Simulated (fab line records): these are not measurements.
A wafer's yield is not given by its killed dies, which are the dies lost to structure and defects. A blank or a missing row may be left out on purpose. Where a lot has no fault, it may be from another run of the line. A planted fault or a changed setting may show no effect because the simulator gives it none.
Code-filled problem report in 8D (eight disciplines) form | flow nand_harc | the parts of the form that need people (team, actions taken, sign-off) are left out

1. THE ISSUE
At NHARC_END_SORT_01, killed_at_periphery averages 620.7 over 6 wafers from 2 lots, while fault-free wafers read 4.2, standard deviation 2.8. That is +99 or more standard deviations from the usual mean.
Earliest sighting: wafer L665.2 on prober-01 at day 33 19:40. The record holds 6 wafers of 2 lots with a number at this step. Rule for "out", or "out of limits": more than 4 standard deviations from the usual mean. The other wafers with a number count as sound.

2. WHAT IT IS, WHAT IT ISN'T
question                    | is                               | is not
which readings at this step | killed_at_periphery, killed_dies | killed_at_other, killed_open
which lots                  | L665, L666                       | -
which wafers of those lots  | all that have a number           | -
read on which gauges        | prober-01, prober-02             | -
when                        | from day 33 19:40                | up to then (0 sound wafers)

3. SUSPECTS, AND WHAT RULES EACH OUT
Counting: any tool at a process step up to the reading is kept as a suspect provided that every lot that is out went through it and no sound lot did after the first of them.
- ruled out: the gauge at NHARC_END_SORT_01. The wafers that are out were read on 2 gauges (prober-01, prober-02).
- rie_diel-11 at NHARC_P_CONTACT_ETCH_18 (etches the open film in C4F8/O2/Ar, target depth 481 nm, time 240.5 s): kept. It ran every lot that is out, first L665 (day 14 22:01), and no sound lot after that.
- rie_diel-11 at NHARC_P_CONTACT_ETCH_31 (etches the open film in CH3F/O2, target depth 30 nm, time 85.7 s): kept. It ran every lot that is out, first L665 (day 14 22:25), and no sound lot after that. With no start given for some of its lots, NHARC_P_CONTACT_ETCH_31 uses the hours and lot order of NHARC_P_CONTACT_CD_MEAS_19.
- pvd_sputter-02 at NHARC_P_CONTACT_PVD_32 (deposits Ti, target thk 5 nm, time 17.7 s): kept. It ran every lot that is out, first L665 (day 33 19:40), and no sound lot after that. With no start given for some of its lots, NHARC_P_CONTACT_PVD_32 uses the hours and lot order of NHARC_END_SORT_01.
The count leaves rie_diel-11 at NHARC_P_CONTACT_ETCH_18, rie_diel-11 at NHARC_P_CONTACT_ETCH_31, and pvd_sputter-02 at NHARC_P_CONTACT_PVD_32.

4. THE CAUSE (what the simulator had put in)
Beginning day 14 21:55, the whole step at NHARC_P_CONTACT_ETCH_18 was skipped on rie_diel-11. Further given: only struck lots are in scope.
After counting, 3 suspects remain, this tool included.

5. THE CHAIN OF EFFECTS, in route order
One row per reading whose mean, taken over the struck wafers that have a number, lies over 3 standard deviations from the usual. Only readings for which the record gives a usual standard deviation are gone through. hours: the time from each lot's start at the first step in this table that gives one to its start at this step, as a median over the lots. sigmas: the change in usual standard deviations.
hours | step              | reading             | usual | on struck wafers | change | sigmas
0     | NHARC_END_SORT_01 | killed_at_periphery | 4.2   | 620.7            | +616.5 | +99 or more
0     | NHARC_END_SORT_01 | killed_dies         | 67    | 677              | +610   | +27
Readings that are blank on the struck wafers while sound wafers have them: bias_w at NHARC_P_CONTACT_ETCH_18; chamber_pressure_mTorr at NHARC_P_CONTACT_ETCH_18; oes_product_au at NHARC_P_CONTACT_ETCH_18; rf_vpp_V at NHARC_P_CONTACT_ETCH_18.

6. WHAT WOULD HAVE CAUGHT IT SOONER
454 hours passed between the start of the fault at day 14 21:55 and the first reading out of limits at a measuring or inspecting step in this record, taken at day 33 19:40.
At NHARC_P_CONTACT_ETCH_18 the tool's readings are blank on the struck wafers, where sound wafers have them: an empty tool record is the first sign, and it was there at once.
Lots out: 2; all had begun NHARC_P_CONTACT_ETCH_18 on rie_diel-11 by day 33 19:40. None of them would have been spared by holding the tool at that moment.
